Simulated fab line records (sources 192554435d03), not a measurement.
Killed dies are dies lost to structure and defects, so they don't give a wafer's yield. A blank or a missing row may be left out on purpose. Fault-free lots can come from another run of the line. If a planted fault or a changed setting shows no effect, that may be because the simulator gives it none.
Which of the tools did it? | flow n5Finfet | route of 1938 steps, sampled at 1 step: 12 lots, 36 wafers

## WHAT THE GAUGES SHOWED, per wafer
N5_BEOL_M2_CD_MEAS_18: pitch 36 nm, target cd 18 nm.
lot  | measured     | on       | cdNm (nm)
L075 | day 6 20:39  | cdSem-02 | 18.27 18.31 18.22
L077 | day 7 09:27  | cdSem-03 | 18.37 18.22 18.26
L079 | day 7 18:17  | cdSem-01 | 18.35 17.78 17.96
L082 | day 8 06:08  | cdSem-03 | 17.81 17.79 17.94
L083 | day 8 14:29  | cdSem-02 | 17.50 18.07 18.36
L085 | day 11 15:53 | cdSem-01 | 18.22 18.07 18.74
L095 | day 11 17:01 | cdSem-01 | 18.05 17.88 18.01
L089 | day 11 20:22 | cdSem-02 | 18.21 18.00 18.65
L091 | day 12 00:01 | cdSem-03 | 17.69 17.42 17.91
L087 | day 12 00:09 | cdSem-03 | 17.62 17.72 17.95
L086 | day 12 04:29 | cdSem-01 | 18.02 18.00 17.78
L097 | day 12 23:44 | cdSem-02 | 18.15 18.14 17.89

## TOOL THAT RAN EACH LOT (tool first, then ch and the chambers of the sampled wafers, then the start)
The record holds no process step before these readings.

## THE ANSWER, worked out from the rows above alone
Rule: what is usual is taken from the lots themselves. The widest of any qualifying gaps counts: lots, ordered by their means at a reading, are off when they make up no more than a third of the lots, leave a main group of 4 or more, and stand apart from it by 3 or more times the standard deviation of that group's means. Not used: any main group whose means are identical at the precision the tables above print for the reading. A lot without any number at a reading at which 4 lots or more have one is off too. Where the step has rows for the other lots, those lots are counted as sound.
No lot is off on any of the readings shown, so nothing can be concluded from this.

## WHAT THE SIMULATOR HAD INSERTED
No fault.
